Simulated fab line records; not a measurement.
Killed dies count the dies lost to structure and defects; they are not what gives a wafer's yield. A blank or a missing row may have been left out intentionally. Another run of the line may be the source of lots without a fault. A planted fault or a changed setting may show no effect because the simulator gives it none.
Split-lot trial -- flow n5_finfet -- route with 1938 steps; 7 lots, 21 wafers read

THE SPLIT
At N5_BEOL_M2_PECVD_72 (deposits SiO2 from TEOS/O2, target thk 16 nm, time 18 s), the setting temp_c was moved away from the recipe's 400 C on 6 of the 21 wafers read, by -3.4% to -1.6%. All remaining wafers had this setting at the recipe value.

FROM THE SPLIT TO THE READING: what the file shows between them, 3 steps
- N5_BEOL_M2_HM_DEP_02: deposits TiN, target thk 20 nm
- N5_BEOL_M2_COAT_61: time 60 s, resist thk 60 nm
- N5_BEOL_M2_STRIP_97: strips in N2/H2, time 10 s

THE READING
SiO2_of_BEOL_M2_PECVD_72.thk_nm (the simulator's own value, which no gauge read), in nm, at N5_BEOL_M2_HM_STRIP_39 (strips TiN in peroxide tin strip, target depth 25 nm, time 158 s). There is no usual value for it anywhere in the file. Average 15.7 nm, standard deviation 0.27 nm, over the 15 wafers here run with the recipe.

wafer,"tool, chamber at the split","temp_c as run, C",against the recipe,"SiO2_of_BEOL_M2_PECVD_72.thk_nm, nm",against lot-mates on the recipe
L076.1,"pecvd-04, 2",400,recipe,15.4,-
L076.4,"pecvd-04, 1",387,-3.2%,17.2,+1.8
L076.6,"pecvd-04, 2",387,-3.2%,16.8,+1.4
L074.3,"pecvd-04, 2",387.3,-3.2%,17,+1.0
L074.4,"pecvd-04, 2",400,recipe,15.8,-
L074.5,"pecvd-04, 0",400,recipe,16.2,-
L082.1,"pecvd-04, 1",393.5,-1.6%,17,+1.4
L082.3,"pecvd-04, 2",400,recipe,15.6,-
L082.6,"pecvd-04, 0",393.5,-1.6%,16.6,+1.0
L088.2,"pecvd-01, 0",400,recipe,15.6,-
L088.4,"pecvd-01, 1",386.3,-3.4%,17.6,+1.9
L088.6,"pecvd-01, 2",400,recipe,15.8,-
L089.1,"pecvd-02, 0",400,recipe,15.6,-
L089.2,"pecvd-02, 2",400,recipe,15.8,-
L089.6,"pecvd-02, 1",400,recipe,16.2,-
L091.2,"pecvd-01, 0",400,recipe,15.2,-
L091.4,"pecvd-01, 1",400,recipe,15.8,-
L091.6,"pecvd-01, 0",400,recipe,15.6,-
L094.1,"pecvd-02, 1",400,recipe,16,-
L094.2,"pecvd-02, 0",400,recipe,15.4,-
L094.6,"pecvd-02, 0",400,recipe,15.8,-

THE FIT
A straight line over all 21 wafers: SiO2_of_BEOL_M2_PECVD_72.thk_nm changes by -0.456 nm for each +1% of temp_c; r = -0.90; the points scatter about the line by 0.3 nm.
The same after taking each lot's own level away (the mean of its wafers on the recipe; 21 wafers): -0.489 nm for each +1%; r = -0.92; scatter 0.28 nm.
That fit puts the effect of the largest move of temp_c on the reading at 1.7 nm.
The lots' own levels span 15.40 to 16.00 nm, that is 2.2 times the standard deviation above.
Hence the lot-to-lot level has little effect on the slope; both slopes agree.
Check: with one of the wafers moved furthest among these (-3.4%) left out of the fit, the line predicts +1.63 nm for it against its lot-mates. Against them it came out at +1.9 nm.

ADDITIONAL SPLITS CARRIED BY THESE WAFERS
These wafers also went through other splits before the reading. Each is held against what the fit with the lots' levels taken away leaves over:
other split on the same wafers,wafers away from the commonest value,r with SiO2_of_BEOL_M2_PECVD_72.thk_nm (lot level and that fit taken away)
N5_HKMG_FIN_ETCH_54 bias_w,4,+0.15
N5_MOL_CONTACT_COAG_ALD_27 time_s,7,+0.08
N5_MOL_CONTACT_COAG_VIA_ETCH_117 bias_w,10,+0.17
N5_BEOL_M0_SAQP_CUT_ETCH_46 source_w,7,+0.20
N5_BEOL_M1_ILD_DEP_00 time_s,8,+0.09
N5_BEOL_M1_PECVD_72 time_s,11,+0.11
N5_BEOL_M1_ALD_84 ald_cycles,12,-0.38

THE WHOLE CHAIN: every reading that the file lists as answering this split, in the file's order
step,what it does,reading,change (the file's fit),r (the file's)
N5_BEOL_M2_PECVD_72,"deposits SiO2 from TEOS/O2, target thk 16 nm, time 18 s","SiO2_of_BEOL_M2_PECVD_72.thk_nm (the simulator's own value, which no gauge read)",-0.457 nm for each +1% of the setting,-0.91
N5_BEOL_M2_HM_STRIP_39,"strips TiN in peroxide tin strip, target depth 25 nm, time 158 s","SiO2_of_BEOL_M2_PECVD_72.thk_nm (the simulator's own value, which no gauge read)",-0.481 nm for each +1% of the setting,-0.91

THE FILE'S OWN FIT
SiO2_of_BEOL_M2_PECVD_72.thk_nm changes by -0.481 nm for each +1% of temp_c, r = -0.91.
